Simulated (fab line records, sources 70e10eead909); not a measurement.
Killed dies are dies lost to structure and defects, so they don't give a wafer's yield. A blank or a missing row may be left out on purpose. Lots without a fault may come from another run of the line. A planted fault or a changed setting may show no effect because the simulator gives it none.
Chamber matching | flow nand_harc | NHARC_A_CHANNEL_HOLE_D1_ETCH_38 on rie_diel-12: 4 sister chambers
The step etches the open film in CF4, target depth 39 nm, time 65 s. 4 wafers are shown with their chamber, then 9 later ones without.

WAFERS WITH THEIR CHAMBER
wafer  | chamber | drypump_motor_current_A (A)
L759.6 | 3       | 6.1
L761.3 | 2       | 5.7
L761.5 | 1       | 5.1
L761.6 | 0       | 6.5

WAFERS WITHOUT THEIR CHAMBER
wafer  | drypump_motor_current_A (A)
L762.1 | 5.1
L762.3 | 6.5
L762.5 | 6.0
L763.1 | 5.1
L763.2 | 6.0
L763.5 | 5.7
L769.1 | 5.7
L769.2 | 6.5
L769.4 | 5.1

WHICH CHAMBER EACH WENT THROUGH
wafer  | from the rows above | in truth
L762.1 | 1                   | 1
L762.3 | 0                   | 0
L762.5 | 3                   | 3
L763.1 | 1                   | 1
L763.2 | 3                   | 3
L763.5 | 2                   | 2
L769.1 | 2                   | 2
L769.2 | 0                   | 0
L769.4 | 1                   | 1
Placed correctly: 9 of 9. Can't be placed from these rows: 0. Placed wrongly: 0.
How it was worked out, from the rows above alone: a wafer's distance from a chamber is the root of the sum, over the readings, of the square of ((its reading less the chamber's mean) divided by the reading's scatter). The wafer belongs to the nearest chamber; if the next one is less than 2 further off, it can't be placed. A chamber's mean is the mean of its shown wafers. The scatter: with one shown wafer a chamber, the root of the mean of the squares of how far each hidden wafer lies from its nearest shown one.
